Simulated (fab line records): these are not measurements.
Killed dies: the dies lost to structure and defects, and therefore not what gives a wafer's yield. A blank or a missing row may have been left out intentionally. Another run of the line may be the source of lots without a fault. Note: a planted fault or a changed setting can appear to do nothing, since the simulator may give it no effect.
Matching of chambers	flow n5 finfet	N5_BEOL_M8_ALD_77 on ald metal-02 has 4 sister chambers
The step deposits TaN, target thk 2 nm, pulse time 2 s, purge time 3 s. 4 wafers are shown with their chamber, then 9 later ones without.

## WAFERS, EACH WITH ITS CHAMBER
wafer	chamber	heater power w (W)
L083.1	2	412
L086.4	1	533
L086.5	0	508
L086.6	3	387

## WAFERS WHOSE CHAMBER IS MISSING
wafer	heater power w (W)
L092.1	502
L092.4	566
L092.5	401
L090.1	381
L090.4	405
L090.6	555
L095.1	390
L095.3	417
L095.4	515

## EACH ONE'S CHAMBER
wafer	from the rows above	in truth
L092.1	can't be placed: 0 or 1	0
L092.4	can't be placed: 1 or 0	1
L092.5	can't be placed: 2 or 3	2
L090.1	can't be placed: 3 or 2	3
L090.4	can't be placed: 2 or 3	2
L090.6	can't be placed: 1 or 0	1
L095.1	can't be placed: 3 or 2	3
L095.3	can't be placed: 2 or 3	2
L095.4	can't be placed: 0 or 1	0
0 of 9 placed correctly. Not placeable from these rows: 9 (in 9, the candidates include the true chamber). Placed wrongly: 0.
How it was worked out, from the rows above alone: a wafer's distance from a chamber is the root of the sum, over the readings, of the square of ((its reading less the chamber's mean) divided by the reading's scatter). If the next closest chamber is less than 2 further off than the closest, the wafer can't be placed; otherwise it belongs to the closest. Each chamber's mean is taken over the wafers shown for it. The scatter (one wafer shown for each chamber): square how far every hidden wafer sits from the nearest shown wafer, average those squares and take the square root.
